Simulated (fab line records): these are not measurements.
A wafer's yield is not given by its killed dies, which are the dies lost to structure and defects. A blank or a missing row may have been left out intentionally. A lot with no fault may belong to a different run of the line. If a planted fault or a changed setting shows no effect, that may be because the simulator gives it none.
2 desks looking at one fault -- flow n5 finfet -- each desk has only its own numbers; what lay behind them comes last

== TOOL OWNER'S DESK, litho track-05 ==
The tool's own readings at N5_WELL_APT_DEVELOP_24 (develop time 45 s): means of the sampled wafers that have a number, for each lot that ran on this tool. Marked OUT: a lot whose mean sits more than 4 standard deviations from the usual mean, which makes it out of limits; the brackets give that distance.
Columns: A = chill plate temp C at N5_WELL_APT_DEVELOP_24, usual 23.01 C; B = developer temp C at N5_WELL_APT_DEVELOP_24, usual 21.04 C
lot,first seen here,A,B
L195,day 1 15:05,22.96,21.12
L196,day 1 20:35,22.94,21.10
L205,day 4 03:00,23.07,20.98
L206,day 4 08:52,23.04,20.97
L208,day 4 20:37,23.00,21.12
L210,day 5 08:52,23.03,21.03
L217,day 7 02:37,22.97,20.97
L218,day 7 09:04,23.06,21.01
This desk's verdict: no lot among the 8 shows anything out of limits.

== METROLOGY DESK ==
What the gauges read, lot by lot, whatever tool the lot ran on: means of the sampled wafers that have a number. Marked OUT: a lot whose mean sits more than 4 standard deviations from the usual mean, which makes it out of limits; the brackets give that distance.
Columns: A = cd nm at N5_WELL_APT_CD_MEAS_25, usual 199.9 nm; B = cd nm at N5_FIN_SAQP_CD_MEAS_16, usual 35.66 nm
lot,first seen here,A,B
L195,day 1 15:12,201.1,35.58
L196,day 1 20:41,198.7,36.15
L205,day 4 03:07,200.2,35.30
L206,day 4 08:58,200.3,35.88
L208,day 4 20:43,199.9,35.51
L210,day 5 08:59,198.0,35.61
L211,day 5 14:41,198.7,35.65
L212,day 5 21:05,197.9,35.90
L215,day 6 15:14,202.4,35.65
L216,day 6 21:14,202.8,35.57
L217,day 7 02:43,201.2,35.55
L218,day 7 09:11,199.7,35.60
This desk's verdict: no lot among the 12 shows anything out of limits.

== BROUGHT TOGETHER ==
The tool owner's desk saw nothing out of limits.
From the metrology desk's view, nothing was out of limits.

== WHAT THE SIMULATOR HAD PUT IN ==
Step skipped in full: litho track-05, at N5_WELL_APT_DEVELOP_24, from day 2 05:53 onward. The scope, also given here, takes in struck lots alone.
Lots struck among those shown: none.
